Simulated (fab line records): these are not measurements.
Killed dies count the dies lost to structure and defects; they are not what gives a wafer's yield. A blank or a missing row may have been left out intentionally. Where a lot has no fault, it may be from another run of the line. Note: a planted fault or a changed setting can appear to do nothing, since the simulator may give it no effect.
8D (eight disciplines) problem report, filled in by code | flow nand harc | the parts of the form that need people (team, actions taken, sign-off) are left out

## 1. WHAT WENT WRONG
Mean of overlay x nm at NHARC_A_BONDPAD_OVL_MEAS_35: 23 nm across 6 wafers in 2 lots; on wafers with no fault it is 0 nm (standard deviation 4.9). That is +4.8 standard deviations from the usual mean.
Earliest sighting: wafer L603.2 on overlay-02 at day 20 20:00. Wafers with a number at this step in the record: 36, from 12 lots. By rule, "out" or "out of limits" means more than 4 standard deviations away from the usual mean. The other wafers with a number count as sound.

## 2. WHAT IT IS AND WHAT IT IS NOT
question                    | is                     | is not
which readings at this step | overlay x nm           | overlay y nm
which lots                  | L603, L605             | L593, L595, L596, L597, L599, L601, L602, L604, L610, L614
which wafers of those lots  | all that have a number | -
read on which gauges        | overlay-01, overlay-02 | -
when                        | from day 20 20:00      | up to then (24 sound wafers); but 6 sound wafers of L610, L614 came after

## 3. THE SUSPECTS, EACH WITH WHAT RULES IT OUT
Counting: a tool at a process step up to the reading stays a suspect if it ran every lot that is out and no sound lot after the first of them.
- the gauge at NHARC_A_BONDPAD_OVL_MEAS_35: ruled out. 2 gauges (overlay-01, overlay-02) read the wafers that are out.
- pecvd-04 at NHARC_A_M1_PRE_CLEAN_32 (time 12 s): kept. Every lot that is out went through it, starting with L603 (day 20 17:55), and after that it ran no sound lot; the last sound lot it ran before then is L602 (day 20 17:28).
- krf scanner-01 at NHARC_A_BONDPAD_EXPOSE_06 (exposes mask A BPAD): kept. Every lot that is out went through it, starting with L603 (day 20 19:46), and after that it ran no sound lot; the last sound lot it ran before then is L604 (day 20 15:46).
After counting, pecvd-04 at NHARC_A_M1_PRE_CLEAN_32 and krf scanner-01 at NHARC_A_BONDPAD_EXPOSE_06 remain.

## 4. THE CAUSE (what the simulator had put in)
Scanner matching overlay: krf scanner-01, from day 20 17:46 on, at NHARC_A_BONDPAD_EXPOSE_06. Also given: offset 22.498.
This tool is one of the 2 suspects left after counting.

## 5. THE EFFECT CHAIN, in route order
One row per reading whose mean, taken over the struck wafers that have a number, lies over 3 standard deviations from the usual. Only readings for which the record gives a usual standard deviation are gone through. hours: the time from each lot's start at the first step in this table that gives one to its start at this step, as a median over the lots. sigmas: the change in usual standard deviations.
hours | step                        | reading      | usual | on struck wafers | change | sigmas
0     | NHARC_A_BONDPAD_OVL_MEAS_35 | overlay x nm | 0 nm  | 23               | +23    | +4.8

## 6. HOW IT WOULD HAVE BEEN CAUGHT EARLIER
Counted from the fault's start at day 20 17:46, it took 2 hours until the first out-of-limits reading at a measuring or inspecting step in this record, taken at day 20 20:00.
No tool reading at NHARC_A_BONDPAD_EXPOSE_06 that has a usual standard deviation in the record was out on any struck wafer, so an alarm limit of 4 standard deviations on those readings would not have fired.
Of the lots that are out (2), L605 began NHARC_A_BONDPAD_EXPOSE_06 on krf scanner-01 after day 20 20:00. Had the tool been put on hold then, it would have been spared.
